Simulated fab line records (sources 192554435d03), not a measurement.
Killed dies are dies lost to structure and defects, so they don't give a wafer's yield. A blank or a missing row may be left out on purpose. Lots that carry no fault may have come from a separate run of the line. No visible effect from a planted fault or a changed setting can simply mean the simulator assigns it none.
fab line records	flow n5Finfet
record lots=7	wafers=21
route steps=1938 shown BEOL_M6@1251 BEOL_M7@1308 BEOL_M10@1500 BEOL_M13@1661 BEOL_M14@1738
startH: start of the lot's first displayed wafer, in hours after the record's first day	waitH: hours elapsed since this lot's preceding step	" the same as in the row above	L1.1+2: a single row standing in for several wafers	- no value, or no start was given	* or withheld: withheld	< > ~ a bound
route shown NAME@n: names a module that has steps shown in the file, with the first one's number in the route	usual: average and standard deviation across the fault-free wafers	same: alike in all rows	chamber/n: place in a boat	sites: per-site readings	_std_site: standard deviation across them	_edge_site: inner sites' mean taken away from outer sites' mean	radiusMm: for every site, how far away it sits from the centre of the wafer	mask NAME#n: copy n	behind: the last tool/chamber to shape the wafer	hold: what put the lot on hold/how long, in hours/how the hold closed	device: which transistor (n, p or np) failed to switch	end of line: the same wafers' tests at the end of the route	step lacking rows: just its recipe	killed: not the wafer's yield, but the dies lost to structure and defects at the first sort	map: the dies of a wafer, with x for killed, . for not killed, _ for no die there
set.NAME: the run value of the setting; set.NAME@STEP: its run value at that earlier step	model.NAME: the simulator's own value behind a step, which no gauge read
one table per step and one row per wafer, for lots whose settings were changed on purpose
## steps
# step N5_BEOL_M6_ALD_77
# recipe material=TaN	targetThkA=20	tempC=275	aldPrecursorFamily=PDMAT	aldCoReactant=NH3	pressureTorr=3	carrierFlowSccm=1500	pulseTimeS=2	purgeTimeS=3	coReactantPurgeTimeS=2	coReactantPulseTimeS=3	aldCycles=40	precursorVesselTempC=75	precursorVesselPressureTorr=26.25	precursorVesselCarrierSccm=1000
lot.wafer	tool	chamber	startH	waitH	set.aldCycles
L086.1+2	aldMetal-01	0,1	261.03	0.1	43
L086.3	"	3	"	"	40
L088.1	aldMetal-02	2	265.69	0.0	40
L088.2+3	"	1,3	"	"	35
L089.2+4	aldMetal-01	3,0	274.58	0.3	37
L089.5	"	0	"	"	40
L090.1+3+5	aldMetal-03	3,0,1	290.57	0.2	36
L092.1+2+5	aldMetal-02	3,0,1	294.62	0.2	40
L093.2+5	aldMetal-02	3,0	309.15	0.0	40
L093.4	"	1	"	"	37
L097.1+3+4	aldMetal-02	2,0,3	333.56	0.1	40
# step N5_BEOL_M6_SURFACE_TREAT_79
# recipe gas=Ar	timeS=*	ionEnergyEv=*	ionCurrentMaCm2=0.5	pressureMtorr=*	arFlowSccm=30
# step N5_BEOL_M6_CVD_78
# recipe material=Co	targetThkA=20	tempC=withheld	precursor=CCTBA/H2	pressureTorr=30	timeS=142.3
# step N5_BEOL_M6_ECD_50
# recipe material=Cu	targetThkA=3000
# step N5_BEOL_M6_ANNEAL_51
# recipe tempC=225	timeS=90	ambient=N2
# step N5_BEOL_M6_CMP_52
# recipe stopOn=SiCOH_lowk	tOverpolishS=6.9	downForcePsi=1	platenRpm=50	clearingPlatenDownForcePsi=1.5	clearingPlatenRpm=50	postCmpClean=cuAlkaline	targetThkNm=80	clearingPlatenPadVelocityMS=0.99484	padVelocityMS=0.99484
lot.wafer	tool	chamber	startH	waitH	set.timeS@BEOL_M6_TRENCH_ETCH_37	model.Cu_of_BEOL_M6_ECD_50.thkNm
L086.1	cmp-01	1	262.32	0.3	31.5	79.4
L086.3	"	2	"	"	31.5	78.8
L086.2	"	3	"	"	26.33	66.2
L088.2	cmp-04	0	266.79	0.2	31.5	80
L088.3	"	2	"	"	35.97	92.6
L088.1	"	3	"	"	35.97	94.8
L089.2	cmp-01	1	275.87	0.2	34.94	89.8
L089.4	"	2	"	"	31.5	77.8
L089.5	"	0	"	"	31.5	79
L090.1	cmp-02	2	291.83	0.3	31.5	78.8
L090.3	"	3	"	"	31.5	81
L090.5	"	3	"	"	34.32	89.4
L092.1	cmp-02	1	295.84	0.3	31.5	82.6
L092.2	"	2	"	"	31.5	79.2
L092.5	"	3	"	"	31.5	79.4
L093.2	cmp-04	1	312.07	0.2	31.5	79.8
L093.4	"	2	"	"	31.5	77.6
L093.5	"	0	"	"	31.5	76.8
L097.4	cmp-04	1	335.90	0.1	29.71	74.8
L097.1	"	2	"	"	31.5	78.2
L097.3	"	3	"	"	31.5	76.6
# step N5_BEOL_M6_THK_MEAS_53
# recipe thkMeasGauge=xrf	reads=Cu_of_BEOL_M6_ECD_50
# usual M6_THK=80.5/2
lot.wafer	tool	chamber	startH	waitH	set.timeS@BEOL_M6_TRENCH_ETCH_37	M6_THK[nm]
L086.1	filmMetro-01	-	262.62	-	31.5	81.1
L086.2	"	-	"	"	26.33	67.3
L086.3	"	-	"	"	31.5	80.0
L088.1	filmMetro-01	-	267.08	-	35.97	95.4
L088.2	"	-	"	"	31.5	80.0
L088.3	"	-	"	"	35.97	92.9
L089.2	filmMetro-01	-	276.13	-	34.94	89.9
L089.4	"	-	"	"	31.5	77.7
L089.5	"	-	"	"	31.5	79.2
L090.1	filmMetro-01	-	292.13	-	31.5	79.9
L090.3	"	-	"	"	31.5	82.4
L090.5	"	-	"	"	34.32	91.4
L092.1	filmMetro-01	-	296.06	-	31.5	84.2
L092.2	"	-	"	"	31.5	80.6
L092.5	"	-	"	"	31.5	80.8
L093.2	filmMetro-02	-	312.33	-	31.5	80.5
L093.4	"	-	"	"	31.5	78.1
L093.5	"	-	"	"	31.5	77.3
L097.1	filmMetro-01	-	336.20	-	31.5	79.1
L097.3	"	-	"	"	31.5	77.7
L097.4	"	-	"	"	29.71	75.9
# step N5_BEOL_M6_PRE_CLEAN_55
# recipe gas=NH3	timeS=15	tempC=withheld	rfPowerW=300
# step N5_BEOL_M6_DEP_56
# recipe material=SiCN	targetThkA=100	tempC=withheld	precursor=3MS/NH3	pressureTorr=3	rfW=202	timeS=17.5
# step N5_BEOL_M6_RS_MEAS_57
# recipe thkMeasGauge=four-point-probe	reads=Cu_of_BEOL_M6_ECD_50+Co_of_BEOL_M6_CVD_78+TaN_of_BEOL_M6_ALD_77
# usual M6_RS=0.287/0.0083
lot.wafer	tool	chamber	startH	waitH	set.timeS@BEOL_M6_TRENCH_ETCH_37	M6_RS[ohm/sq]
L086.1	filmMetro-02	-	262.75	0.1	31.5	0.288
L086.2	"	-	"	"	26.33	0.358
L086.3	"	-	"	"	31.5	0.291
L088.1	filmMetro-01	-	267.21	0.1	35.97	0.234
L088.2	"	-	"	"	31.5	0.286
L088.3	"	-	"	"	35.97	0.241
L089.2	filmMetro-01	-	276.26	0.1	34.94	0.250
L089.4	"	-	"	"	31.5	0.295
L089.5	"	-	"	"	31.5	0.290
L090.1	filmMetro-02	-	292.26	0.1	31.5	0.291
L090.3	"	-	"	"	31.5	0.282
L090.5	"	-	"	"	34.32	0.251
L092.1	filmMetro-02	-	296.19	0.1	31.5	0.275
L092.2	"	-	"	"	31.5	0.290
L092.5	"	-	"	"	31.5	0.288
L093.2	filmMetro-01	-	312.46	0.1	31.5	0.286
L093.4	"	-	"	"	31.5	0.296
L093.5	"	-	"	"	31.5	0.300
L097.1	filmMetro-01	-	336.33	0.1	31.5	0.293
L097.3	"	-	"	"	31.5	0.301
L097.4	"	-	"	"	29.71	0.309
# step N5_BEOL_M7_TRENCH_ETCH_37
# recipe chemistry=C4F6/O2	targetDepthA=934.78	target=SiCOH_lowk	timeS=31.2	ionEnergyEv=250	pressureMtorr=30	sourceW=345	biasW=185	Ar_flow_sccm=300	C4F6_flow_sccm=10	O2_flow_sccm=10
# usual rfVppV=659/9.6
lot.wafer	tool	chamber	startH	waitH	set.biasW	rfVppV
L086.1	rieDiel-02	2	-	-	185	653
L086.2	"	0	"	"	185	664
L086.3	"	3	"	"	154.5	571
L088.1	rieDiel-04	3	-	-	154.7	559
L088.2	"	0	"	"	154.7	582
L088.3	"	1	"	"	154.7	579
L089.2	rieDiel-05	2	-	-	185	649
L089.4	"	1	"	"	185	645
L089.5	"	0	"	"	196.5	694
L090.1	rieDiel-02	1	-	-	185	668
L090.3	"	0	"	"	185	665
L090.5	"	0	"	"	185	665
L092.1	rieDiel-04	2	-	-	185	666
L092.2	"	1	"	"	185	665
L092.5	"	3	"	"	185	646
L093.2	rieDiel-04	2	-	-	196	698
L093.4	"	0	"	"	185	670
L093.5	"	1	"	"	185	666
L097.1	rieDiel-05	1	-	-	185	646
L097.3	"	2	"	"	185	647
L097.4	"	1	"	"	185	646
# step N5_BEOL_M7_ETCH_41
# recipe chemistry=CH3F/O2	target=SiCN	targetDepthA=319	taperDeg=2	timeS=57.8	ionEnergyEv=120	maskMaterial=TiN	pressureMtorr=30	sourceW=395	biasW=75	Ar_flow_sccm=150	CH3F_flow_sccm=30	O2_flow_sccm=20
# usual rfVppV=297.5/1.6
lot.wafer	tool	chamber	startH	waitH	set.biasW	rfVppV
L086.1	rieDiel-02	2	-	-	65.52	273.3
L086.2	"	0	"	"	75	301.1
L086.3	"	3	"	"	75	298.1
L088.1	rieDiel-04	3	-	-	75	299.7
L088.2	"	0	"	"	75	297.3
L088.3	"	1	"	"	75	296.6
L089.2	rieDiel-05	2	-	-	75	296.4
L089.4	"	1	"	"	75	295.6
L089.5	"	0	"	"	75	298.4
L090.1	rieDiel-02	1	-	-	75	295.5
L090.3	"	0	"	"	80.55	313.6
L090.5	"	0	"	"	75	299.6
L092.1	rieDiel-04	2	-	-	75	298.6
L092.2	"	1	"	"	75	297.9
L092.5	"	3	"	"	75	299.0
L093.2	rieDiel-04	2	-	-	75	297.3
L093.4	"	0	"	"	87.15	328.2
L093.5	"	1	"	"	87.15	328.2
L097.1	rieDiel-05	1	-	-	75	295.1
L097.3	"	2	"	"	75	295.5
L097.4	"	1	"	"	75	295.5
# step N5_BEOL_M10_PEB_26
# recipe pebTempC=withheld	pebTimeS=60	resist=CAR-ArF
lot.wafer	tool	chamber	startH	waitH	set.pebTimeS
L086.1+2	lithoTrack-01	0	291.28	0.1	55.39
L086.3	"	0	"	"	60
L088.1+2+3	lithoTrack-01	0	298.67	0.1	60
L089.2+4	lithoTrack-04	0	305.97	0.1	60
L089.5	"	0	"	"	66.02
L090.1	lithoTrack-01	0	324.36	0.1	71.12
L090.3+5	"	0	"	"	60
L092.1+2+5	lithoTrack-02	0	328.03	0.1	60
L093.2+4+5	lithoTrack-01	0	343.29	0.1	60
L097.1	lithoTrack-01	0	373.13	0.1	60
L097.3+4	"	0	"	"	64.2
# step N5_BEOL_M10_DEVELOP_27
# recipe developTimeS=30	developer=TMAH	resist=CAR-ArF	rinseLiquid=diw	dry=airSpin	devTempC=23
# step N5_BEOL_M10_CD_MEAS_28
# recipe targetCdNm=70	landingEnergyEv=500	detector=seInlens	polarity=opening
# usual cdNm=70.2/1
lot.wafer	tool	chamber	startH	waitH	set.pebTimeS@BEOL_M10_PEB_26	cdNm
L086.1	cdSem-01	0	291.34	-	55.39	65.7
L086.2	"	0	"	"	55.39	64.5
L086.3	"	0	"	"	60	69.5
L088.1	cdSem-03	0	298.74	-	60	69.0
L088.2	"	0	"	"	60	70.1
L088.3	"	0	"	"	60	68.4
L089.2	cdSem-03	0	306.04	-	60	69.3
L089.4	"	0	"	"	60	69.5
L089.5	"	0	"	"	66.02	73.2
L090.1	cdSem-03	0	324.42	-	71.12	77.9
L090.3	"	0	"	"	60	70.9
L090.5	"	0	"	"	60	69.6
L092.1	cdSem-02	0	328.10	-	60	70.8
L092.2	"	0	"	"	60	70.6
L092.5	"	0	"	"	60	71.8
L093.2	cdSem-03	0	343.36	-	60	71.1
L093.4	"	0	"	"	60	70.8
L093.5	"	0	"	"	60	69.3
L097.1	cdSem-01	0	373.19	-	60	69.9
L097.3	"	0	"	"	64.2	71.2
L097.4	"	0	"	"	64.2	72.5
# step N5_BEOL_M10_TRENCH_ETCH_37
# recipe chemistry=C4F6/O2	targetDepthA=1488.3	target=SiCOH_lowk	timeS=48	ionEnergyEv=250	pressureMtorr=30	sourceW=345	biasW=185	Ar_flow_sccm=300	C4F6_flow_sccm=10	O2_flow_sccm=10
# usual rfVppV=661/10
lot.wafer	tool	chamber	startH	waitH	set.biasW	rfVppV
L086.1	rieDiel-06	0	-	-	185	680
L086.2	"	2	"	"	185	669
L086.3	"	3	"	"	162.6	591
L088.1	rieDiel-06	0	-	-	185	681
L088.2	"	2	"	"	185	670
L088.3	"	1	"	"	185	669
L089.2	rieDiel-01	1	-	-	185	669
L089.4	"	3	"	"	185	659
L089.5	"	1	"	"	185	670
L090.1	rieDiel-03	1	-	-	193.5	677
L090.3	"	3	"	"	185	648
L090.5	"	3	"	"	185	647
L092.1	rieDiel-03	0	-	-	185	674
L092.2	"	1	"	"	185	655
L092.5	"	1	"	"	185	655
L093.2	rieDiel-01	3	-	-	162.4	594
L093.4	"	0	"	"	185	651
L093.5	"	3	"	"	162.4	593
L097.1	rieDiel-01	1	-	-	200.7	713
L097.3	"	0	"	"	200.7	696
L097.4	"	2	"	"	185	643
# step N5_BEOL_M13_COAT_58
# recipe resist=BARC	tempC=205	timeS=60	spinRpm=1500	resistThkNm=89
lot.wafer	tool	chamber	startH	waitH	set.spinRpm	model.BARC_of_BEOL_M13_COAT_58.thkNm
L086.1+2+3	lithoTrack-04	0	305.25	0.0	1500	88.6
L088.1+3	lithoTrack-01	0	315.64	0.0	1332	94.4
L088.2	"	0	"	"	1500	88.8
L089.2+4	lithoTrack-03	0	327.23	0.0	1630	85.6
L089.5	"	0	"	"	1500	89
L090.1	lithoTrack-03	0	343.08	0.0	1500	88.6
L090.3	"	0	"	"	1340	94
L090.5	"	0	"	"	1340	93.6
L092.1+5	lithoTrack-03	0	350.54	0.0	1500	88.8
L092.2	"	0	"	"	1500	88.4
L093.2	lithoTrack-04	0	361.41	0.0	1500	89.2
L093.4	"	0	"	"	1500	89
L093.5	"	0	"	"	1500	88.8
L097.1+3	lithoTrack-01	0	389.56	0.0	1500	88.8
L097.4	"	0	"	"	1500	88.6
# step N5_BEOL_M13_ETCH_59
# recipe chemistry=N2/H2	target=BARC	targetDepthA=890	overetchA=267	timeS=67.9	ionEnergyEv=200	pressureMtorr=30	sourceW=840	biasW=150	n2FlowSccm=200	h2FlowSccm=200
lot.wafer	tool	chamber	startH	waitH	set.timeS	set.spinRpm@BEOL_M13_COAT_58	model.coat_of_BEOL_M13_COAT_04.thkNm	model.etch.depthNm
L086.1	rieDiel-02	2	305.77	0.0	67.9	1500	319.2	88.65
L086.2	"	0	"	"	55.06	1500	325.6	88.56
L086.3	"	3	"	"	67.9	1500	319.6	88.6
L088.1	rieDiel-04	1	316.16	0.0	82.26	1332	302.6	94.43
L088.2	"	0	"	"	82.26	1500	304.2	88.83
L088.3	"	3	"	"	82.26	1332	303	94.32
L089.2	rieDiel-04	2	328.24	0.0	61.07	1630	322	85.59
L089.4	"	0	"	"	67.9	1630	318.6	85.56
L089.5	"	3	"	"	61.07	1500	323.2	88.93
L090.1	rieDiel-04	3	343.68	0.0	81.81	1500	304	88.69
L090.3	"	0	"	"	81.81	1340	304.4	93.98
L090.5	"	3	"	"	67.9	1340	317	93.53
L092.1	rieDiel-04	2	351.06	0.0	67.9	1500	315	88.82
L092.2	"	3	"	"	67.9	1500	317.6	88.4
L092.5	"	2	"	"	67.9	1500	315	88.83
L093.2	rieDiel-05	2	361.80	0.0	80.67	1500	307.8	89.24
L093.4	"	1	"	"	80.67	1500	307.6	88.96
L093.5	"	2	"	"	80.67	1500	307.4	88.86
L097.1	rieDiel-02	3	390.25	0.0	67.9	1500	319.6	88.75
L097.3	"	0	"	"	67.9	1500	313.4	88.73
L097.4	"	2	"	"	67.9	1500	319.8	88.69
# step N5_BEOL_M13_VIA_ETCH_16
# recipe chemistry=C4F8/O2/Ar	target=SiOC	pressureMtorr=30	sourceW=3000	biasW=700	Ar_flow_sccm=400	C4F8_flow_sccm=15	O2_flow_sccm=8	heInnerTorr=15	heOuterTorr=30	targetDepthA=9217	timeS=withheld	ionEnergyEv=250	ends=cleared
# step N5_BEOL_M13_STRIP_63
# recipe chemistry=N2/H2	powerW=1000	tempC=250	h2Frac=0.65	overashFraction=0.3	pressureMtorr=1000	n2FlowSccm=1750	h2FlowSccm=3250
# step N5_BEOL_M13_STRIP_64
# recipe chemistry=N2/H2	powerW=1000	tempC=250	h2Frac=0.65	overashFraction=0.3	pressureMtorr=withheld	n2FlowSccm=1750	h2FlowSccm=3250
# usual stripTimeToEndpointS=31.29/0.074
lot.wafer	tool	chamber	startH	waitH	set.spinRpm@BEOL_M13_COAT_58	stripTimeToEndpointS
L086.1	plasmaAsher-02	0	306.12	0.0	1500	31.20
L086.2	"	1	"	"	1500	31.18
L086.3	"	1	"	"	1500	31.19
L088.1	plasmaAsher-01	0	316.51	0.0	1332	32.86
L088.2	"	1	"	"	1500	31.27
L088.3	"	0	"	"	1332	32.82
L089.2	plasmaAsher-02	1	328.59	0.0	1630	30.33
L089.4	"	0	"	"	1630	30.33
L089.5	"	0	"	"	1500	31.28
L090.1	plasmaAsher-02	1	344.03	0.0	1500	31.21
L090.3	"	1	"	"	1340	32.74
L090.5	"	0	"	"	1340	32.61
L092.1	plasmaAsher-02	1	351.41	0.0	1500	31.26
L092.2	"	0	"	"	1500	31.15
L092.5	"	1	"	"	1500	31.27
L093.2	plasmaAsher-01	0	362.15	0.0	1500	31.38
L093.4	"	0	"	"	1500	31.30
L093.5	"	1	"	"	1500	31.27
L097.1	plasmaAsher-02	1	390.59	0.0	1500	31.24
L097.3	"	0	"	"	1500	31.23
L097.4	"	1	"	"	1500	31.23
# step N5_BEOL_M14_COAT_66
# recipe resist=SiARC	tempC=220	timeS=60	spinRpm=1500	resistThkNm=110
lot.wafer	tool	chamber	startH	waitH	set.spinRpm	model.SiARC_of_BEOL_M14_COAT_66.thkNm
L086.1	lithoTrack-05	0	-	-	1500	110.2
L086.2	"	0	"	"	1405	114
L086.3	"	0	"	"	1405	113.8
L088.1	lithoTrack-02	0	-	-	1500	110
L088.2	"	0	"	"	1416	113.4
L088.3	"	0	"	"	1416	113.2
L089.2+4	lithoTrack-05	0	-	-	1500	110.2
L089.5	"	0	"	"	1500	110.4
L090.1	lithoTrack-02	0	-	-	1500	109.6
L090.3+5	"	0	"	"	1444	112
L092.1	lithoTrack-05	0	-	-	1500	110.4
L092.2+5	"	0	"	"	1500	110.2
L093.2	lithoTrack-02	0	-	-	1500	110.6
L093.4	"	0	"	"	1500	110.4
L093.5	"	0	"	"	1366	115.6
L097.1	lithoTrack-03	0	-	-	1500	110.2
L097.3	"	0	"	"	1500	110.4
L097.4	"	0	"	"	1583	107
# step N5_BEOL_M14_COAT_22
# recipe spinRpm=2888	resistThkNm=300
# step N5_BEOL_M14_EBR_24
# recipe solvent=PGMEA	ebrWidthMm=1.5
# step N5_BEOL_M14_DESCUM_33
# recipe chemistry=O2	timeS=7.9	sourcePowerW=50	biasPowerW=20	pressureMtorr=20	rfFrequencyHz=2.712e+07	tempC=40	o2FlowSccm=225
# step N5_BEOL_M14_ETCH_67
# recipe chemistry=CF4	target=SiARC	targetDepthA=1430	timeS=238.3	ionEnergyEv=80	pressureMtorr=40	sourceW=545	biasW=36	Ar_flow_sccm=100	cf4FlowSccm=100	ends=cleared
lot.wafer	tool	chamber	startH	waitH	set.spinRpm@BEOL_M14_COAT_66	model.etch.depthNm	model.coat_of_BEOL_M14_COAT_22.thkNm
L086.1	rieDiel-01	1	312.13	0.0	1500	110.1	213.2
L086.2	"	2	"	"	1405	113.9	210
L086.3	"	0	"	"	1405	113.8	209.4
L088.1	rieDiel-01	3	321.88	0.0	1500	110	212.2
L088.2	"	2	"	"	1416	113.4	209.6
L088.3	"	0	"	"	1416	113.2	209.2
L089.2	rieDiel-01	0	336.92	0.0	1500	110.2	211.4
L089.4	"	1	"	"	1500	110.1	211.2
L089.5	"	0	"	"	1500	110.4	211.8
L090.1	rieDiel-01	3	352.74	0.0	1500	109.6	213.2
L090.3	"	1	"	"	1444	111.9	211
L090.5	"	3	"	"	1444	112.1	210.8
L092.1	rieDiel-06	1	356.89	0.0	1500	110.5	211
L092.2	"	2	"	"	1500	110.1	213.2
L092.5	"	3	"	"	1500	110.1	211.6
L093.2	rieDiel-03	1	369.10	0.0	1500	110.6	212
L093.4	"	0	"	"	1500	110.3	212.8
L093.5	"	1	"	"	1366	115.5	209.2
L097.1	rieDiel-03	1	397.01	0.0	1500	110.1	209.4
L097.3	"	3	"	"	1500	110.4	210.4
L097.4	"	2	"	"	1583	107.1	213
# step N5_BEOL_M14_ETCH_68
# recipe chemistry=N2/H2	target=SOC	maskMaterial=SiARC	sourceW=3000	biasW=350	tempC=40	timeS=450	ionEnergyEv=200	pressureMtorr=30	n2FlowSccm=200	h2FlowSccm=200
lot.wafer	tool	chamber	startH	waitH	set.spinRpm@BEOL_M14_COAT_66	model.SiARC_of_BEOL_M14_COAT_66.thkNm
L086.1	rieDiel-01	1	312.28	0.1	1500	66
L086.2	"	2	"	"	1405	69
L086.3	"	0	"	"	1405	69.6
L088.1	rieDiel-01	3	322.02	0.1	1500	63.8
L088.2	"	2	"	"	1416	67.8
L088.3	"	0	"	"	1416	68.2
L089.2	rieDiel-01	0	337.07	0.1	1500	65.6
L089.4	"	1	"	"	1500	65.4
L089.5	"	0	"	"	1500	66
L090.1	rieDiel-01	3	352.88	0.1	1500	63.4
L090.3	"	1	"	"	1444	66.8
L090.5	"	3	"	"	1444	65.8
L092.1	rieDiel-06	1	357.04	0.1	1500	65.2
L092.2	"	2	"	"	1500	65
L092.5	"	3	"	"	1500	64.2
L093.2	rieDiel-03	1	369.25	0.1	1500	66.6
L093.4	"	0	"	"	1500	65.2
L093.5	"	1	"	"	1366	71.4
L097.1	rieDiel-03	1	397.16	0.1	1500	65.4
L097.3	"	3	"	"	1500	64.4
L097.4	"	2	"	"	1583	62.6
## key
split step=N5_BEOL_M6_ALD_77	setting=aldCycles	stated=40	by=wafer
response none clear
split step=N5_BEOL_M7_TRENCH_ETCH_37	setting=biasW	stated=185	by=wafer
response step=N5_BEOL_M7_TRENCH_ETCH_37	reading=rfVppV	change=+5.56	per=1%	r=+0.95
split step=N5_BEOL_M7_ETCH_41	setting=biasW	stated=75	by=wafer
response step=N5_BEOL_M7_ETCH_41	reading=rfVppV	change=+1.99	per=1%	r=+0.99
split step=N5_BEOL_M10_PEB_26	setting=pebTimeS	stated=60	by=wafer
response step=N5_BEOL_M10_CD_MEAS_28	reading=cdNm	change=+0.413	per=1%	r=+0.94
split step=N5_BEOL_M10_TRENCH_ETCH_37	setting=biasW	stated=185	by=wafer
response step=N5_BEOL_M10_TRENCH_ETCH_37	reading=rfVppV	change=+6.07	per=1%	r=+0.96
split step=N5_BEOL_M13_COAT_58	setting=spinRpm	stated=1500	by=wafer
response step=N5_BEOL_M13_COAT_58	reading=model.BARC_of_BEOL_M13_COAT_58.thkNm	change=-0.47	per=1%	r=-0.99
response step=N5_BEOL_M13_ETCH_59	reading=model.etch.depthNm	change=-0.462	per=1%	r=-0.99
response step=N5_BEOL_M13_STRIP_64	reading=stripTimeToEndpointS	change=*	per=1%	r=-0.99
split step=N5_BEOL_M13_ETCH_59	setting=timeS	stated=67.9	by=wafer
response step=N5_BEOL_M13_ETCH_59	reading=model.coat_of_BEOL_M13_COAT_04.thkNm	change=-0.478	per=1%	r=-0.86
split step=N5_BEOL_M14_COAT_66	setting=spinRpm	stated=1500	by=wafer
response step=N5_BEOL_M14_COAT_66	reading=model.SiARC_of_BEOL_M14_COAT_66.thkNm	change=-0.586	per=1%	r=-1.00
response step=N5_BEOL_M14_ETCH_67	reading=model.etch.depthNm	change=-0.58	per=1%	r=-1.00
response step=N5_BEOL_M14_ETCH_67	reading=model.coat_of_BEOL_M14_COAT_22.thkNm	change=+0.471	per=1%	r=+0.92
response step=N5_BEOL_M14_ETCH_68	reading=model.SiARC_of_BEOL_M14_COAT_66.thkNm	change=-0.598	per=1%	r=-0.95
split outsideThisFile step=N5_BEOL_M6_TRENCH_ETCH_37 setting=timeS
# split outsideThisFile: this setting was split too, and the file shows its column; the key of that split is in another file
